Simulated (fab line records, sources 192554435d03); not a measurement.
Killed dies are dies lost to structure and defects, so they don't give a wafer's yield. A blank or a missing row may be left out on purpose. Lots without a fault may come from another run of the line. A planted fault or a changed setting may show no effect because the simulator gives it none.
Chamber matching | flow n5_finfet | N5_HKMG_FIN_ALD_79 on ald_metal-01: 4 sister chambers
The step deposits TiN, target thk 1.5 nm, pulse time 1 s, purge time 3 s. 4 wafers are shown with their chamber, then 8 later ones without.

WAFERS WITH THEIR CHAMBER
wafer  | chamber | heater_power_w (W)
L080.2 | 0       | 709
L086.1 | 2       | 974
L086.5 | 3       | 688
L090.1 | 1       | 811

WAFERS WITHOUT THEIR CHAMBER
wafer  | heater_power_w (W)
L090.2 | 725
L090.3 | 720
L090.4 | 836
L090.5 | 724
L090.6 | 703
L095.2 | 720
L095.5 | 704
L095.6 | 838

WHICH CHAMBER EACH WENT THROUGH
wafer  | from the rows above     | in truth
L090.2 | can't be placed: 0 or 3 | 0
L090.3 | can't be placed: 0 or 3 | 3
L090.4 | 1                       | 1
L090.5 | can't be placed: 0 or 3 | 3
L090.6 | can't be placed: 0 or 3 | 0
L095.2 | can't be placed: 0 or 3 | 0
L095.5 | can't be placed: 0 or 3 | 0
L095.6 | 1                       | 1
Placed correctly: 2 of 8. Can't be placed from these rows: 6 (the true chamber is among the candidates in 6). Placed wrongly: 0.
How it was worked out, from the rows above alone: a wafer's distance from a chamber is the root of the sum, over the readings, of the square of ((its reading less the chamber's mean) divided by the reading's scatter). The wafer belongs to the nearest chamber; if the next one is less than 2 further off, it can't be placed. A chamber's mean is the mean of its shown wafers. The scatter: with one shown wafer a chamber, the root of the mean of the squares of how far each hidden wafer lies from its nearest shown one.
